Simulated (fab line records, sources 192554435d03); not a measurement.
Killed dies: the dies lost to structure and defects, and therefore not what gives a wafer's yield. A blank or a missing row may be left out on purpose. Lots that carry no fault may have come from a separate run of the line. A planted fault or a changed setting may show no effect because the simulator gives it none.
fab line records	flow n5-finfet
[record] lots = 7	wafers = 21
route steps=1938 shown MOL_CONTACT_COAG@519 BEOL_M0_SAQP@638
start-h: hours from the record's opening day to when the first of the lot's shown wafers began	wait-h: how many hours have passed since the lot's step before this one	" unchanged from the row above	L1.1+2: a single row standing in for several wafers	- no value present, or no start provided	* or withheld: withheld	< > ~ a bound
route shown NAME@n: NAME is a module with steps in the file, n the number in the route of the first one	usual: the fault-free wafers' mean and standard deviation	same: alike in all rows	chamber/n: place in a boat	sites: the reading at each site	_std_site: standard deviation across them	_edge_site: inner sites' mean taken away from outer sites' mean	radius-mm: for every site, how far away it sits from the centre of the wafer	mask NAME#n: copy n	behind: the last tool/chamber to shape the wafer	hold: what put the lot on hold/how long, in hours/how the hold closed	device: which transistor (n, p or np) failed to switch	end of line: at the end of the route, the tests of the same wafers	where a step has no rows: the recipe by itself	killed: dies that structure and defects cost at the first sort, which is not the same as the wafer's yield	map: the dies of a wafer, with x for killed, . for not killed, _ for no die there
set.NAME: setting as actually run; set.NAME@STEP: the setting as run at that earlier step	model.NAME: the simulator's own value behind a step, which no gauge read
lots whose settings were changed on purpose; a table a step, a row a wafer
[[steps]]
[step N5_MOL_CONTACT_COAG_COAT_58]
[recipe] resist = underlayer	temp-c = 205	time-s = 60	spin-rpm = 1500	resist-thk-nm = 10
lot.wafer	tool	chamber	start-h	wait-h	set.spin-rpm	model.underlayer_of_MOL_CONTACT_COAG_COAT_58.thk-nm
L077.2+4	litho-track-05	0	-	-	1500	10
L077.3	"	0	"	"	1545	9.8
L078.2+5+6	litho-track-05	0	-	-	1431	10.2
L082.1+2	litho-track-05	0	-	-	1609	9.6
L082.5	"	0	"	"	1500	10
L088.1+3+4	litho-track-01	0	-	-	1500	10
L089.2	litho-track-04	0	-	-	1653	9.6
L089.3+4	"	0	"	"	1500	10
L094.1	litho-track-05	0	-	-	1433	10.2
L094.2+3	"	0	"	"	1500	10
L096.1	litho-track-04	0	-	-	1500	10
L096.2+3	"	0	"	"	1454	10.2
[step N5_MOL_CONTACT_COAG_COAT_02]
[recipe] resist = CAR-EUV	spin-rpm = 1500	resist-thk-nm = 30
[step N5_MOL_CONTACT_COAG_EBR_04]
[recipe] solvent = PGMEA	ebr-width-mm = 1.5
[step N5_MOL_CONTACT_COAG_DESCUM_13]
[recipe] chemistry = O2	time-s = 7	source-power-w = 50	bias-power-w = 20	pressure-mtorr = 20	rf-frequency-hz = 2.712e+07	temp-c = 40	resist = CAR-EUV	o2-flow-sccm = 225
[step N5_MOL_CONTACT_COAG_ETCH_59]
[recipe] chemistry = N2/H2	target = underlayer	target-depth-a = 130	mask-material = CAR-EUV	time-s = 10.4	ion-energy-ev = 200	pressure-mtorr = 30	source-w = 840	bias-w = 150	n2-flow-sccm = 200	h2-flow-sccm = 200	ends = cleared
lot.wafer	tool	chamber	start-h	wait-h	set.spin-rpm@MOL_CONTACT_COAG_COAT_58	model.etch.depth-nm	model.CAR-EUV_of_MOL_CONTACT_COAG_COAT_02.thk-nm
L077.2	rie-diel-01	1	115.58	0.0	1500	9.955	14.6
L077.3	"	3	"	"	1545	9.813	14.8
L077.4	"	2	"	"	1500	9.987	14.6
L078.2	rie-diel-05	3	120.30	0.0	1431	10.22	14.4
L078.5+6	"	2,3	"	"	1431	10.23	14.4
L082.1	rie-diel-01	2	139.91	0.0	1609	9.625	14.8
L082.2	"	3	"	"	1609	9.613	15
L082.5	"	2	"	"	1500	9.991	14.4
L088.1	rie-diel-06	2	171.00	0.0	1500	9.998	14.8
L088.3+4	"	3,1	"	"	1500	10.03	14.8
L089.2	rie-diel-01	0	180.97	0.0	1653	9.516	15
L089.3	"	3	"	"	1500	9.987	14.6
L089.4	"	2	"	"	1500	9.982	14.4
L094.1	rie-diel-05	1	217.11	0.0	1433	10.23	14.2
L094.2	"	3	"	"	1500	10	14.6
L094.3	"	0	"	"	1500	10.01	14.6
L096.1	rie-diel-01	1	221.95	0.0	1500	10.01	14.4
L096.2	"	0	"	"	1454	10.19	14.4
L096.3	"	3	"	"	1454	10.12	14.4
[step N5_MOL_CONTACT_COAG_ALD_133]
[recipe] material = SiO2	target-thk-a = 50	temp-c = 100	ald-precursor-family = BDEAS	ald-co-reactant = O2-plasma	pulse-time-s = 1	co-reactant-pulse-time-s = 1	purge-time-s = 2	co-reactant-purge-time-s = 2	ald-cycles = 35	pressure-torr = 2
lot.wafer	tool	chamber	start-h	wait-h	set.ald-cycles	model.SiO2_of_MOL_CONTACT_COAG_ALD_133.thk-nm
L077.2	ald-sin-04	1	130.19	0.1	39	5.6
L077.3+4	"	2,0	"	"	35	5
L078.2+6	ald-sin-02	3,1	134.35	0.1	38	5.4
L078.5	"	2	"	"	35	5
L082.1+2+5	ald-sin-04	2,1,3	149.75	0.1	35	5
L088.1+3+4	ald-sin-01	0,2,3	181.40	0.1	35	5
L089.2+4	ald-sin-04	3,1	194.01	0.1	31	4.4
L089.3	"	0	"	"	35	5
L094.1+2	ald-sin-04	1,2	230.43	0.2	35	5
L094.3	"	0	"	"	32	4.6
L096.1+2	ald-sin-02	2,1	233.48	0.1	35	5
L096.3	"	3	"	"	40	5.8
[step N5_BEOL_M0_SAQP_PECVD_04]
[recipe] material = a-Si	target-thk-a = 600	temp-c = 350	precursor = SiH4/He	pressure-torr = 3	rf-w = 100	time-s = 60.2
lot.wafer	tool	chamber	start-h	wait-h	set.time-s	model.a-Si_of_BEOL_M0_SAQP_PECVD_04.thk-nm
L077.2	pecvd-02	0	137.50	0.0	60.2	59.4
L077.3	"	1	"	"	55.43	54.8
L077.4	"	1	"	"	55.43	55
L078.2	pecvd-02	2	140.88	0.0	60.2	59
L078.5	"	2	"	"	60.2	59.8
L078.6	"	0	"	"	60.2	59.6
L082.1	pecvd-02	0	155.29	0.0	54.11	53.8
L082.2	"	2	"	"	60.2	60.4
L082.5	"	2	"	"	54.11	54.2
L088.1	pecvd-03	0	187.74	0.0	60.2	59.8
L088.3	"	1	"	"	60.2	57.8
L088.4	"	1	"	"	60.2	58.4
L089.2+4	pecvd-03	0,1	200.14	0.0	60.2	59.8
L089.3	"	1	"	"	57.39	55.8
L094.1	pecvd-02	0	239.93	0.0	56.2	56.8
L094.2	"	1	"	"	60.2	60.4
L094.3	"	2	"	"	56.2	56.6
L096.1	pecvd-03	1	241.27	0.0	56.38	55.8
L096.2	"	2	"	"	56.38	54.8
L096.3	"	0	"	"	60.2	60
[step N5_BEOL_M0_SAQP_THK_MEAS_05]
[usual] thk-nm = 59.7/0.82
lot.wafer	tool	chamber	start-h	wait-h	set.time-s@BEOL_M0_SAQP_PECVD_04	thk-nm
L077.2	film-metro-01	-	137.60	0.1	60.2	59.4
L077.3	"	-	"	"	55.43	54.8
L077.4	"	-	"	"	55.43	55.1
L078.2	film-metro-01	-	140.97	0.1	60.2	59.0
L078.5	"	-	"	"	60.2	59.8
L078.6	"	-	"	"	60.2	59.5
L082.1	film-metro-01	-	155.39	0.1	54.11	53.9
L082.2	"	-	"	"	60.2	60.5
L082.5	"	-	"	"	54.11	54.2
L088.1	film-metro-01	-	187.84	0.1	60.2	59.8
L088.3	"	-	"	"	60.2	57.9
L088.4	"	-	"	"	60.2	58.4
L089.2	film-metro-01	-	200.23	0.1	60.2	59.8
L089.3	"	-	"	"	57.39	55.7
L089.4	"	-	"	"	60.2	59.9
L094.1	film-metro-01	-	240.03	0.1	56.2	56.8
L094.2	"	-	"	"	60.2	60.4
L094.3	"	-	"	"	56.2	56.5
L096.1	film-metro-01	-	241.37	0.1	56.38	55.9
L096.2	"	-	"	"	56.38	54.9
L096.3	"	-	"	"	60.2	59.9
[step N5_BEOL_M0_SAQP_COAT_81]
[recipe] resist = SOC	temp-c = 250	time-s = 60	spin-rpm = 1500	resist-thk-nm = 100
lot.wafer	tool	chamber	start-h	wait-h	set.temp-c
L077.2+3	litho-track-02	0	137.71	0.1	250
L077.4	"	0	"	"	257.9
L078.2+5+6	litho-track-01	0	141.09	0.1	250
L082.1+2+5	litho-track-02	0	155.50	0.1	250
L088.1+3+4	litho-track-03	0	187.95	0.1	250
L089.2+3	litho-track-02	0	200.34	0.1	244.3
L089.4	"	0	"	"	250
L094.1+2+3	litho-track-01	0	240.14	0.1	250
L096.1+2	litho-track-02	0	241.48	0.1	245.3
L096.3	"	0	"	"	250
[step N5_BEOL_M0_SAQP_COAT_82]
[recipe] resist = SiARC	temp-c = 220	time-s = 60	spin-rpm = 1500	resist-thk-nm = 30
[step N5_BEOL_M0_SAQP_COAT_08]
[recipe] resist = CAR-ArF	spin-rpm = 1500	resist-thk-nm = 90
[step N5_BEOL_M0_SAQP_HM_OPEN_112]
[recipe] chemistry = CHF3/O2	target = SiO2	stop-on = a-Si	target-depth-a = 120	over-etch-frac = 1.25	mask-material = SOC	time-s = 13.5	pressure-mtorr = 30	source-w = 650	bias-w = 170	Ar_flow_sccm = 200	CHF3_flow_sccm = 50	O2_flow_sccm = 5	ion-energy-ev = 200	ends = end-point
[step N5_BEOL_M0_SAQP_STRIP_113]
[recipe] chemistry = CHF3/O2	resist = SiARC	rf-frequency-hz = 6e+07
[step N5_BEOL_M0_SAQP_MANDREL_ETCH_20]
[recipe] target-depth-a = 600	chemistry = HBr/Cl2	target = a-Si	stop-on = SiNx	bt-time-s = 10	mask-material = SOC	over-etch-frac = 0.5	time-s = 30	pressure-mtorr = 10	icp-w = 800	bias-w = 75	HBr_flow_sccm = 150	Cl2_flow_sccm = 80	ends = end-point
lot.wafer	tool	chamber	start-h	wait-h	set.time-s@BEOL_M0_SAQP_PECVD_04	model.etch.depth-nm
L077.2	rie-si-02	0	138.67	0.0	60.2	59.45
L077.3	"	1	"	"	55.43	54.76
L077.4	"	2	"	"	55.43	55.1
L078.2	rie-si-02	1	141.82	0.0	60.2	59.06
L078.5	"	2	"	"	60.2	59.84
L078.6	"	3	"	"	60.2	59.51
L082.1	rie-si-03	0	156.24	0.0	54.11	53.88
L082.2	"	3	"	"	60.2	60.4
L082.5	"	1	"	"	54.11	54.2
L088.1	rie-si-02	1	188.56	0.0	60.2	59.78
L088.3	"	2	"	"	60.2	57.87
L088.4	"	0	"	"	60.2	58.47
L089.2	rie-si-03	0	201.10	0.0	60.2	59.77
L089.3	"	3	"	"	57.39	55.72
L089.4	"	1	"	"	60.2	59.79
L094.1	rie-si-05	2	240.87	0.0	56.2	56.79
L094.2	"	3	"	"	60.2	60.44
L094.3	"	1	"	"	56.2	56.58
L096.1	rie-si-03	0	242.21	0.0	56.38	55.85
L096.2	"	3	"	"	56.38	54.85
L096.3	"	2	"	"	60.2	59.83
[step N5_BEOL_M0_SAQP_STRIP_86]
[recipe] chemistry = N2/H2	power-w = 500	temp-c = 40	pressure-mtorr = 50	rf-frequency-hz = 6e+07	overash-fraction = 0.3	bias-power-w = 28	h2-frac = 0.5	n2-flow-sccm = 300	h2-flow-sccm = 300
[step N5_BEOL_M0_SAQP_STRIP_115]
[recipe] chemistry = post-etch-residue-remover	time-s = 60	temp-c = 25	remover-ph = withheld	remover-water-wt-pct = withheld	remover-fluoride-wt-pct = withheld
[step N5_BEOL_M0_SAQP_SRD_93]
[recipe] dry = ipa-marangoni	time-s = 30	temp-c = 23	rinse-liquid = diw
[step N5_BEOL_M0_SAQP_RECESS_114]
[recipe] chemistry = HF/NH3	target = SiO2	target-depth-a = 144	afs-cycles = 3	temp-c = 30	sublimation-temp-c = 180	sublimation-time-s = 60
[step N5_BEOL_M0_SAQP_SPACER1_ALD_98]
[recipe] material = SiO2	target-thk-a = 128	temp-c = 300	ald-precursor-family = BDEAS	ald-co-reactant = O2-plasma	pulse-time-s = 1	purge-time-s = 2	co-reactant-purge-time-s = 2	ald-cycles = 138	pressure-torr = 2
lot.wafer	tool	chamber	start-h	wait-h	set.time-s@BEOL_M0_SAQP_PECVD_04	model.a-Si_of_BEOL_M0_SAQP_PECVD_04.thk-nm
L077.2	ald-sin-02	0	139.29	0.3	60.2	59.2
L077.3	"	1	"	"	55.43	54.6
L077.4	"	2	"	"	55.43	55
L078.2	ald-sin-03	3	142.93	0.8	60.2	58.8
L078.5	"	3	"	"	60.2	59.6
L078.6	"	0	"	"	60.2	59.4
L082.1	ald-sin-04	1	156.85	0.3	54.11	53.6
L082.2	"	3	"	"	60.2	60.2
L082.5	"	0	"	"	54.11	54
L088.1	ald-sin-04	0	190.85	1.9	60.2	59.6
L088.3	"	1	"	"	60.2	57.6
L088.4	"	3	"	"	60.2	58.2
L089.2+4	ald-sin-02	3,2	202.50	0.8	60.2	59.6
L089.3	"	1	"	"	57.39	55.6
L094.1	ald-sin-02	2	241.76	0.3	56.2	56.6
L094.2	"	1	"	"	60.2	60.2
L094.3	"	3	"	"	56.2	56.4
L096.1	ald-sin-02	3	243.01	0.3	56.38	55.6
L096.2	"	1	"	"	56.38	54.6
L096.3	"	2	"	"	60.2	59.6
[step N5_BEOL_M0_SAQP_ALD_48]
[recipe] material = SiO2	target-thk-a = 200	temp-c = 100	ald-precursor-family = BDEAS	ald-co-reactant = O2-plasma	pulse-time-s = 1	co-reactant-pulse-time-s = 1	purge-time-s = 2	co-reactant-purge-time-s = 2	ald-cycles = 139	pressure-torr = 2
lot.wafer	tool	chamber	start-h	wait-h	set.ald-cycles	model.SiO2_of_BEOL_M0_SAQP_ALD_48.thk-nm
L077.2+3	ald-sin-03	1,0	144.25	0.0	118	16.8
L077.4	"	3	"	"	139	20
L078.2+6	ald-sin-04	1,3	146.21	0.0	139	20
L078.5	"	0	"	"	139	19.8
L082.1	ald-sin-03	2	160.29	0.0	130	18.8
L082.2+5	"	0,2	"	"	139	20
L088.1	ald-sin-04	3	194.16	0.2	139	20.2
L088.3+4	"	2,0	"	"	139	20
L089.2	ald-sin-03	2	205.91	0.0	139	20.2
L089.3	"	0	"	"	152	21.8
L089.4	"	3	"	"	139	20
L094.1+3	ald-sin-03	1,0	245.54	0.0	139	20
L094.2	"	2	"	"	155	22.6
L096.1	ald-sin-03	0	246.42	0.0	139	20
L096.2	"	2	"	"	118	17.2
L096.3	"	1	"	"	118	17
[step N5_BEOL_M0_SAQP_ETCH_49]
[recipe] chemistry = CF4/O2	target-depth-a = 370	target = SiO2	pressure-mtorr = 40	source-w = 535	bias-w = 49	Ar_flow_sccm = 100	cf4-flow-sccm = 100	O2_flow_sccm = 10	ion-energy-ev = 100
lot.wafer	tool	chamber	start-h	wait-h	set.ald-cycles@BEOL_M0_SAQP_ALD_48	model.SiO2_of_BEOL_M0_SAQP_ALD_48.thk-nm
L077.2	rie-diel-02	2	144.78	0.3	118	11.4
L077.3	"	3	"	"	118	12.2
L077.4	"	1	"	"	139	14.4
L078.2	rie-diel-04	2	146.77	0.3	139	14.2
L078.5	"	1	"	"	139	14.8
L078.6	"	2	"	"	139	14.4
L082.1	rie-diel-03	1	160.85	0.3	130	14.2
L082.2	"	2	"	"	139	15.2
L082.5	"	0	"	"	139	14.8
L088.1+3	rie-diel-04	1,0	194.69	0.3	139	14.8
L088.4	"	2	"	"	139	13.8
L089.2	rie-diel-02	0	206.44	0.3	139	15.2
L089.3	"	3	"	"	152	15.8
L089.4	"	2	"	"	139	14
L094.1	rie-diel-02	0	246.06	0.3	139	15
L094.2	"	2	"	"	155	16.2
L094.3	"	3	"	"	139	14.6
L096.1	rie-diel-04	0	246.95	0.3	139	15.2
L096.2	"	3	"	"	118	11.6
L096.3	"	1	"	"	118	12.8
[[key]]
[split] step = N5_MOL_CONTACT_COAG_COAT_58	setting = spin-rpm	stated = 1500	by = wafer
[response] step = N5_MOL_CONTACT_COAG_COAT_58	reading = model.underlayer_of_MOL_CONTACT_COAG_COAT_58.thk-nm	change = -0.0466	per = 1%	r = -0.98
[response] step = N5_MOL_CONTACT_COAG_ETCH_59	reading = model.etch.depth-nm	change = -0.0481	per = 1%	r = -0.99
[response] step = N5_MOL_CONTACT_COAG_ETCH_59	reading = model.CAR-EUV_of_MOL_CONTACT_COAG_COAT_02.thk-nm	change = +0.057	per = 1%	r = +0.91
[split] step = N5_MOL_CONTACT_COAG_ALD_133	setting = ald-cycles	stated = 35	by = wafer
[response] step = N5_MOL_CONTACT_COAG_ALD_133	reading = model.SiO2_of_MOL_CONTACT_COAG_ALD_133.thk-nm	change = +0.0523	per = 1%	r = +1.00
[split] step = N5_BEOL_M0_SAQP_PECVD_04	setting = time-s	stated = 60.2	by = wafer
[response] step = N5_BEOL_M0_SAQP_PECVD_04	reading = model.a-Si_of_BEOL_M0_SAQP_PECVD_04.thk-nm	change = +0.639	per = 1%	r = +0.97
[response] step = N5_BEOL_M0_SAQP_THK_MEAS_05	reading = thk-nm	change = *	per = 1%	r = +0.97
[response] step = N5_BEOL_M0_SAQP_MANDREL_ETCH_20	reading = model.etch.depth-nm	change = +0.636	per = 1%	r = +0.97
[response] step = N5_BEOL_M0_SAQP_SPACER1_ALD_98	reading = model.a-Si_of_BEOL_M0_SAQP_PECVD_04.thk-nm	change = +0.632	per = 1%	r = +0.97
[split] step = N5_BEOL_M0_SAQP_COAT_81	setting = temp-c	stated = 250	by = wafer
response none clear
[split] step = N5_BEOL_M0_SAQP_ALD_48	setting = ald-cycles	stated = 139	by = wafer
[response] step = N5_BEOL_M0_SAQP_ALD_48	reading = model.SiO2_of_BEOL_M0_SAQP_ALD_48.thk-nm	change = +0.203	per = 1%	r = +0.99
[response] step = N5_BEOL_M0_SAQP_ETCH_49	reading = model.SiO2_of_BEOL_M0_SAQP_ALD_48.thk-nm	change = +0.163	per = 1%	r = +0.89
